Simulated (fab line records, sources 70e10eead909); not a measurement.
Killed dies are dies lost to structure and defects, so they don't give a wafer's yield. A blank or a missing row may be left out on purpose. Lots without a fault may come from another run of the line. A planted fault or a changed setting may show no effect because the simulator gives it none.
A struck lot beside a sound one | flow nand_harc | 33 steps out of a route of 1302
Sound: wafers L302.2, L302.5, L302.6. Struck: wafers L319.3, L319.6. The cause comes at the end.
At each step with rows: each side's tool, then ch and its chambers, then its first start. Under that, the readings that differ: sound wafers | struck wafers | difference of the means | sigmas: that difference in standard deviations of wafers without a fault.
alike: readings whose means differ by less than 2 such deviations, and words and numbers that are the same on both sides. not compared: withheld readings, readings that some wafer has no value for, bounds like >300 that may hide the same value, and numbers for which the record gives no deviation and whose values overlap.
The two part at a step that has a row with sigmas, a row that says differs or no value, or rows on one side only. Numbers that don't overlap but have no deviation are shown without sigmas and don't part them. A reading that every wafer of one side lacks parts them only if that side has two wafers or more.

first, 5 steps without rows for these wafers: NHARC_A_CONTACT_SOFTBAKE_03 (time 55 s); NHARC_A_CONTACT_EBR_04; NHARC_A_CONTACT_EXPOSE_05 (exposes mask A CC); NHARC_A_CONTACT_PEB_06 (peb time 65 s); NHARC_A_CONTACT_DEVELOP_07 (develop time 35 s).
NHARC_A_CONTACT_CD_MEAS_08: target cd 200 nm.
  sound on cd_sem-03 ch 0, day 22 13:38; struck on cd_sem-02 ch 0, day 29 17:50
  alike: cd_nm
NHARC_A_CONTACT_OVL_MEAS_09:
  sound on overlay-02, day 22 13:43; struck on overlay-02, day 29 17:55
  alike: overlay_x_nm, overlay_y_nm
NHARC_A_CONTACT_INSPECT_10:
  sound on defect_inspect-02, day 22 13:45; struck on defect_inspect-02, day 29 17:57
  alike: raw_defect_count
then, 3 steps without rows for these wafers: NHARC_A_CONTACT_DESCUM_13 (chemistry O2, time 3 s); NHARC_A_CONTACT_ETCH_88 (etches the open film in CF4, target depth 39 nm, time 65 s); NHARC_A_CONTACT_ETCH_89 (etches the open film in N2/H2, target depth 260 nm, time 475.3 s).
NHARC_A_CONTACT_ETCH_30: etches the open film in CF4/CHF3, target depth 72.6 nm, time 36.3 s.
  sound on rie_diel-12 ch 1,2,3; struck on rie_diel-12 ch 2,3
  reading               | sound             | struck      | difference | sigmas
  oes_product_au (a.u.) | 0.930 0.930 0.915 | 0.972 0.964 | +0.043     | +2
  alike: drypump_motor_current_A, rf_vpp_V, showerhead_plenum_p_Torr, throttle_valve_pct
  not compared: rf_hours_counter_h
NHARC_A_CONTACT_ETCH_31: etches the open film in O2/COS, target depth 2800 nm, time 728 s.
  sound on rie_diel-12 ch 0,2,3, day 22 14:34; struck on rie_diel-12 ch 2, day 29 18:39
  alike: drypump_motor_current_A, oes_product_au, rf_vpp_V, showerhead_plenum_p_Torr, throttle_valve_pct
  not compared: rf_hours_counter_h
then, 4 steps without rows for these wafers: NHARC_A_CONTACT_ETCH_134 (etches the open film in C4F8/O2/Ar, time 140 s, target depth 700 nm); NHARC_A_CONTACT_ETCH_135 (etches the open film in C4F8/O2/Ar, time 311 s, target depth 1912 nm); NHARC_A_CONTACT_ETCH_136 (etches the open film in C4F8/O2/Ar, time 311 s, target depth 1912 nm); NHARC_A_CONTACT_ETCH_137 (etches the open film in C4F8/O2/Ar, time 311 s, target depth 1912 nm).
NHARC_A_CONTACT_ETCH_138: etches the open film in C4F8/O2/Ar, time 311 s, target depth 1914 nm.
  sound on har_cap_etch-02 ch 0,1, day 22 15:58; struck on har_cap_etch-01 ch 0, day 29 20:14
  not compared: rf_hours_counter_h
then, 2 steps without rows for these wafers: NHARC_A_CONTACT_ETCH_139 (etches the open film in C4F8/O2/Ar, time 195 s, target depth 840 nm); NHARC_A_CONTACT_ETCH_92 (etches the open film in CH3F/O2, target depth 40 nm, time 85.7 s).
NHARC_A_CONTACT_ETCH_98: etches the open film in C4F6/O2, target depth 20 nm, time 10 s.
  sound on rie_diel-12 ch 0,1,3; struck on rie_diel-12 ch 2
  reading                     | sound       | struck  | difference | sigmas
  drypump_motor_current_A (A) | 5.8 5.8 6.3 | 5.2 5.2 | -0.8       | -2
  alike: oes_product_au, rf_vpp_V, showerhead_plenum_p_Torr, throttle_valve_pct
  not compared: rf_hours_counter_h
NHARC_A_CONTACT_CD_MEAS_15:
  sound on cd_sem-02, day 22 17:01; struck on cd_sem-02, day 29 21:12
  alike: cd_nm
then, 3 steps without rows for these wafers: NHARC_A_CONTACT_STRIP_107 (strips in N2/H2); NHARC_A_CONTACT_STRIP_108 (strips in CF4/CHF3); NHARC_A_CONTACT_STRIP_109 (strips in O2/COS).
NHARC_A_CONTACT_ETCH_110: etches the open film in CF4/O2, target depth 60 nm, overetch 6 nm, time 33 s.
  sound on rie_diel-04 ch 1,3, day 22 17:37; struck on rie_diel-07 ch 2,3, day 29 21:58
  alike: drypump_motor_current_A, oes_product_au, rf_vpp_V, showerhead_plenum_p_Torr, throttle_valve_pct
  not compared: rf_hours_counter_h
NHARC_A_CONTACT_STRIP_26: strips in O2.
  sound on rie_diel-04 ch 1,2,3; struck on rie_diel-07 ch 0,1
  alike: drypump_motor_current_A, oes_product_au, rf_vpp_V, showerhead_plenum_p_Torr, throttle_valve_pct
  not compared: rf_hours_counter_h
then, 5 steps without rows for these wafers: NHARC_A_CONTACT_STRIP_27 (strips in post etch residue remover, time 600 s); NHARC_A_CONTACT_ALD_18 (deposits TiN, target thk 3 nm, pulse time 1 s, ald cycles 150); NHARC_A_CONTACT_CVD_19 (deposits W, target thk 300 nm, time 802 s); NHARC_A_CONTACT_CMP_20 (polishes, t overpolish 30 s, target thk 300 nm); NHARC_A_CONTACT_SRD_22.
-- the record jumps here: 3 days lie between the struck wafers' starts before and after (it left off in module A_CONTACT and takes up again in module END, whose first step shown is number 1302 of the route) --
NHARC_END_SORT_01:
  the record has rows for the struck wafers here (prober-01 ch 0, day 33 04:58) and none for the sound ones

WHERE THEY PART
First at NHARC_A_CONTACT_ETCH_30; last, within this record, at NHARC_END_SORT_01.

WHY: what the simulator had put in
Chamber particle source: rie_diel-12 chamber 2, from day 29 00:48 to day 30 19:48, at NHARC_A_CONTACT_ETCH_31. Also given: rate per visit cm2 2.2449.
